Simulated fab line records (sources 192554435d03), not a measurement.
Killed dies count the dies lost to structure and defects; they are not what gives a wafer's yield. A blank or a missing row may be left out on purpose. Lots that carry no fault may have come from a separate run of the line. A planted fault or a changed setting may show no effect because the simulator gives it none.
3 desks looking at one fault | flow n5 finfet | numbers are kept per desk, each desk with only its own; the story behind them comes last

## THE DEFECT DESK
Per lot, the means of the sampled wafers with a number show what the inspections along the route counted. The brackets show how far a lot's mean lies from the usual mean; more than 4 standard deviations puts the lot out of limits, marked OUT.
Columns: A = raw defect count at N5_PASSIVATION_INSPECT_67, usual 2.0
lot  | first seen here | A
L111 | day 14 00:28    | 2.3
L119 | day 15 21:10    | 1.7
L121 | day 16 09:03    | 3.5
L127 | day 17 11:36    | 0.0
L130 | day 18 14:06    | 0.3
L131 | day 18 17:47    | 1.3
This desk's finding: nothing out of limits on any of the 6 lots.

## DESK OF THE TOOL OWNER: rie diel-01
The tool's own readings at N5_PASSIVATION_ETCH_54 (etches SiO2 in CHF3/O2, target depth 880 nm, time 440 s): means of the sampled wafers that have a number, for each lot that ran on this tool. The brackets show how far a lot's mean lies from the usual mean; more than 4 standard deviations puts the lot out of limits, marked OUT.
Columns: A = drypump motor current A at N5_PASSIVATION_ETCH_54, usual 5.9 A; B = oes product au at N5_PASSIVATION_ETCH_54, usual 0.81 a.u.; C = rf vpp V at N5_PASSIVATION_ETCH_54, usual 525 V; D = showerhead plenum p Torr at N5_PASSIVATION_ETCH_54, usual 2.46 Torr; E = throttle valve pct at N5_PASSIVATION_ETCH_54, usual 18.73 %
lot  | first seen here | A   | B    | C   | D    | E
L119 | day 15 21:28    | 6.0 | 0.74 | 526 | 2.42 | 18.89
L121 | day 16 09:23    | 6.1 | 0.75 | 532 | 2.51 | 18.91
L127 | day 17 11:53    | 5.5 | 0.84 | 528 | 2.53 | 18.69
This desk's finding: nothing out of limits on any of the 3 lots.

## FROM THE METROLOGY DESK
What the gauges read for every lot (on any tool): the sampled wafers with a number, averaged. The brackets show how far a lot's mean lies from the usual mean; more than 4 standard deviations puts the lot out of limits, marked OUT.
Columns: A = cd nm at N5_PASSIVATION_CD_MEAS_44, usual 40001 nm; B = PASS_OPEN_OVL at N5_PASSIVATION_OVL_MEAS_66, usual 2 nm
lot  | first seen here | A     | B
L111 | day 14 00:25    | 40002 | 0
L119 | day 15 21:07    | 40003 | 4
L121 | day 16 09:00    | 40000 | 13
L127 | day 17 11:32    | 40005 | 2
L130 | day 18 14:02    | 39997 | -1
L131 | day 18 17:44    | 39999 | 5
This desk's finding: nothing out of limits on any of the 6 lots.

## ALL TOGETHER
The defect desk saw nothing out of limits.
The desk of the tool owner found nothing out of limits.
Metrology desk: nothing out of limits seen.

## WHAT HAD BEEN PUT IN BY THE SIMULATOR
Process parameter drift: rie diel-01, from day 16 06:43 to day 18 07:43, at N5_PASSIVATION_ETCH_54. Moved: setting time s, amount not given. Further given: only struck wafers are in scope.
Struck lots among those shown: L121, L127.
